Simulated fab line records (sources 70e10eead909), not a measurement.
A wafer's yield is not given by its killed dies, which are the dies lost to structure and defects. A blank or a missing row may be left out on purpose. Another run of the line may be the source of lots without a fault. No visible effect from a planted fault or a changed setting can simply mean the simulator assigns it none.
8D (eight disciplines) problem report, filled in by code	flow nand_harc	the parts of the form that need people (team, actions taken, sign-off) are left out

== 1. THE PROBLEM ==
At NHARC_P_STI_CMP_21, overpolish_run_s averages 73.966 s over 2 wafers from 2 lots, while fault-free wafers read 20.000 s, standard deviation 0.0085. That is +99 or more standard deviations from the usual mean.
The step: polishes, t overpolish 20 s, target thk 380.67 nm.
First observed at day 6 02:31: wafer L925.6, on cmp-02. At this step, 40 wafers from 14 lots have a number in the record. Rule for "out" (also "out of limits"): further than 4 standard deviations from the usual mean. All remaining wafers that have a number are taken as sound.

== 2. WHAT IT IS, AND WHAT IT ISN'T ==
question	is	is not
which readings at this step	overpolish_run_s	edge_zone_pressure_frac, motor_current_A
which lots	L925, L926	L914, L915, L916, L917, L918, L919, L920, L921, L932, L933, L936, L937
which wafers of those lots	L925.6, L926.5	L926.2, L926.6
read on which tools	cmp-02	cmp-01, cmp-04
when	from day 6 02:31	up to then (24 sound wafers); but 14 sound wafers of L926, L932, L933, L936, L937 came after

== 3. SUSPECTS, AND WHAT RULES EACH OUT ==
Counting: any tool at a process step up to the reading remains a suspect provided it ran every lot that is out. Sound lots after the first of them don't rule it out here, since some wafers of a struck lot are sound.
- cmp-02 at NHARC_P_STI_CMP_21 (polishes, t overpolish 20 s, target thk 380.67 nm): kept. It processed each lot that is out (first: L925, day 6 02:31); up to then, its last sound lot is L920 (day 4 15:18). Its own readings are out on those wafers: overpolish_run_s.
- cmp-02, NHARC_P_STI_CMP_21: wafers that are out in chamber 0, sound lot-mates in chambers 2, 3.
After counting, what remains is cmp-02 at NHARC_P_STI_CMP_21.

== 4. THE CAUSE (what the simulator had put in) ==
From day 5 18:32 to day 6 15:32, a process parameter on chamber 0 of cmp-02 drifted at NHARC_P_STI_CMP_21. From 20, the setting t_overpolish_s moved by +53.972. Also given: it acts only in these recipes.
The count eliminated every tool but this one.

== 5. SEQUENCE OF EFFECTS, ordered by route ==
Rows list readings where the struck wafers' mean (over those with a number) sits beyond 3 standard deviations from the usual. Readings are gone through only where the record gives a usual standard deviation; hours: the median, over the lots, of the time from a lot's start at the first step in this table giving one to that lot's start at this step; sigmas: the change measured in usual standard deviations.
hours	step	reading	usual	on struck wafers	change	sigmas
0	NHARC_P_STI_CMP_21	overpolish_run_s	20.000 s	73.966	+53.966	+99 or more
Its process steps:
- NHARC_P_STI_CMP_21: polishes, t overpolish 20 s, target thk 380.67 nm.
At these later measuring or inspecting steps, every struck wafer for which the step has a row has a number for every such reading, and none has moved that far: NHARC_P_STI_INSPECT_25, NHARC_END_SORT_01.

== 6. HOW IT WOULD HAVE BEEN CAUGHT EARLIER ==
First out-of-limits reading in this record: day 6 02:31, which is 8 hours after fault onset at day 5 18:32.
